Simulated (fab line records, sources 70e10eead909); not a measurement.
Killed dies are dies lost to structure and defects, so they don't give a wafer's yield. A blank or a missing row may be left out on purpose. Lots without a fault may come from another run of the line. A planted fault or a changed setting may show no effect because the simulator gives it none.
Chamber matching | flow nand_harc | NHARC_A_STAIRCASE_ETCH_444 on rie_diel-12: 4 sister chambers
The step etches the open film in C4F8/O2, target depth 20400 nm, time 6800 s. 4 wafers are shown with their chamber, then 7 later ones without.

WAFERS WITH THEIR CHAMBER
wafer  | chamber | rf_vpp_V (V)
L164.2 | 3       | 804
L164.3 | 0       | 800
L173.1 | 1       | 802
L173.3 | 2       | 805

WAFERS WITHOUT THEIR CHAMBER
wafer  | rf_vpp_V (V)
L173.5 | 800
L174.4 | 802
L174.1 | 802
L174.5 | 803
L176.1 | 803
L176.2 | 815
L176.3 | 803

WHICH CHAMBER EACH WENT THROUGH
wafer  | from the rows above               | in truth
L173.5 | can't be placed: 0 or 1 or 3 or 2 | 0
L174.4 | can't be placed: 1 or 0 or 3 or 2 | 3
L174.1 | can't be placed: 1 or 0 or 3 or 2 | 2
L174.5 | can't be placed: 1 or 3 or 2 or 0 | 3
L176.1 | can't be placed: 1 or 3 or 2 or 0 | 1
L176.2 | can't be placed: 2 or 3 or 1 or 0 | 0
L176.3 | can't be placed: 1 or 3 or 2 or 0 | 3
Placed correctly: 0 of 7. Can't be placed from these rows: 7 (the true chamber is among the candidates in 7). Placed wrongly: 0.
How it was worked out, from the rows above alone: a wafer's distance from a chamber is the root of the sum, over the readings, of the square of ((its reading less the chamber's mean) divided by the reading's scatter). The wafer belongs to the nearest chamber; if the next one is less than 2 further off, it can't be placed. A chamber's mean is the mean of its shown wafers. The scatter: with one shown wafer a chamber, the root of the mean of the squares of how far each hidden wafer lies from its nearest shown one.
